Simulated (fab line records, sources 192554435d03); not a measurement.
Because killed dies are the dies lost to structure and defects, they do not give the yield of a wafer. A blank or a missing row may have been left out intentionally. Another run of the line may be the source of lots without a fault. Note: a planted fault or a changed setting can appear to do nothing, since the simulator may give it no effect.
Which tool was responsible?    flow n5_finfet    Sampling: 12 lots, 34 wafers, 2 of 1938 route steps

WHAT THE GAUGES READ, wafer by wafer
N5_HKMG_FIN_CD_MEAS_49: the cd target is 202 nm.
lot   measured     on         cd_nm (nm)
L197  day 4 02:37  cd_sem-01  202.3 201.8 202.5
L199  day 4 19:29  cd_sem-03  203.2 202.7 203.4
L201  day 4 23:47  cd_sem-02  201.6 202.7 201.2
L202  day 5 08:26  cd_sem-01  202.5 200.8 201.1
L203  day 5 12:34  cd_sem-02  200.9 200.9 201.8
L204  day 5 21:21  cd_sem-01  201.9 201.8 202.2
L205  day 6 06:51  cd_sem-01  204.0 202.5 201.8
L207  day 6 23:51  cd_sem-01  202.3 201.9 202.7
L215  day 8 09:54  cd_sem-02  201.8 202.4 202.8
L214  day 8 13:40  cd_sem-03  203.3 203.1
L216  day 8 22:13  cd_sem-01  202.8 201.5 202.2
L219  day 9 15:32  cd_sem-03  203.2 202.6

WHAT TOOL EACH LOT RAN ON (gives the tool, then ch and the chambers of the sampled wafers, and finally the start)
lot   N5_HKMG_FIN_HK_ALD_01
L197  ald_hk-03 ch 0,2, day 4 01:17
L199  ald_hk-02 ch 0,1,2, day 4 18:24
L201  ald_hk-02 ch 1,3, day 4 22:40
L202  ald_hk-01 ch 1,3, day 5 07:36
L203  ald_hk-01 ch 1,3, day 5 11:37
L204  ald_hk-01 ch 0,1,2, day 5 20:14
L205  ald_hk-02 ch 0,1,3, day 6 06:00
L207  ald_hk-02 ch 0,1,2, day 6 22:55
L215  ald_hk-01 ch 0,2,3, day 8 09:04
L214  ald_hk-01 ch 2,3, day 8 12:44
L216  ald_hk-03 ch 0,1,3, day 8 21:09
L219  ald_hk-01 ch 0,3, day 9 14:42
- N5_HKMG_FIN_HK_ALD_01: deposits HfO2, target thk 1.6 nm, pulse time 3 s, purge time 3 s.

AS READ BY THE TOOLS THEMSELVES (means over the sampled wafers that have a number; for cases with no such wafer, the mark the record gives instead)
N5_HKMG_FIN_HK_ALD_01.
lot   tool       precursor_pulse_height_rel
L197  ald_hk-03  0.995
L199  ald_hk-02  1.016
L201  ald_hk-02  0.996
L202  ald_hk-01  1.006
L203  ald_hk-01  1.007
L204  ald_hk-01  0.998
L205  ald_hk-02  1.012
L207  ald_hk-02  1.006
L215  ald_hk-01  0.991
L214  ald_hk-01  1.003
L216  ald_hk-03  1.005
L219  ald_hk-01  0.997

THE ANSWER, worked out from the rows above alone
Rule: the lots themselves supply what counts as usual. The widest of any qualifying gaps counts: lots, ordered by their means at a reading, are off when they make up no more than a third of the lots, leave a main group of 4 or more, and stand apart from it by 3 or more times the standard deviation of that group's means. The tables above print the reading to a certain number of digits; a main group whose means all agree to those digits is not used. Also off: a lot with no number at a reading for which 4 or more lots have one. All remaining lots with rows at the step are treated as sound. First the gauges in route order, then the tools' own readings, where a lot's mean is used as printed above. At the first step where some lot is off, the reading lying furthest off is the one used; lots without a number count as furthest.
None of the lots is off at any reading shown; this tells nothing.

WHAT THE SIMULATOR HAD PUT IN
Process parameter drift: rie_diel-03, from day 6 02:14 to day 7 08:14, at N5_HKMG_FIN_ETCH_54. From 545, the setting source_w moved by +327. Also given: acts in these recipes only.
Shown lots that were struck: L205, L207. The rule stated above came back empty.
